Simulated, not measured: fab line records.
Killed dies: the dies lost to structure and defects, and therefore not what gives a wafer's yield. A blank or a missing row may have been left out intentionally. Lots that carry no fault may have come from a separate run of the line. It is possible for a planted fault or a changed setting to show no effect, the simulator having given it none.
Matching of chambers -- flow nand_harc -- NHARC_A_CONTACT_ETCH_88 on rie_diel-01 has 4 sister chambers
The step etches the open film in CF4, target depth 39 nm, time 65 s. 8 wafers are shown with their chamber, then 7 later ones without.

WAFERS PAIRED WITH THEIR CHAMBERS
wafer,chamber,drypump_motor_current_A (A),showerhead_plenum_p_Torr (Torr)
L418.1,2,5.8,1.83
L418.5,0,6.5,1.76
L420.4,1,5.3,1.79
L420.6,0,6.5,1.76
L421.1,1,5.3,1.79
L421.6,3,5.5,1.68
L435.1,2,5.9,1.82
L435.3,3,5.5,1.68

WAFERS MISSING THEIR CHAMBER
wafer,drypump_motor_current_A (A),showerhead_plenum_p_Torr (Torr)
L435.6,5.5,1.68
L437.4,6.5,1.75
L437.5,5.3,1.79
L437.6,6.5,1.75
L439.1,6.5,1.75
L439.2,5.8,1.82
L439.3,5.5,1.68

WHICH CHAMBER EACH WENT THROUGH
wafer,from the rows above,in truth
L435.6,3,3
L437.4,0,0
L437.5,1,1
L437.6,0,0
L439.1,0,0
L439.2,2,2
L439.3,3,3
7 of 7 placed correctly. Not placeable from these rows: 0. Number placed wrongly: 0.
How it was worked out, from the rows above alone: a wafer's distance from a chamber is the root of the sum, over the readings, of the square of ((its reading less the chamber's mean) divided by the reading's scatter). If the next closest chamber is less than 2 further off than the closest, the wafer can't be placed; otherwise it belongs to the closest. A chamber's mean is the mean of its shown wafers. The scatter: take each reading less its chamber's mean, square it, sum over the shown wafers, divide by the number of wafers less the number of chambers, and take the root.
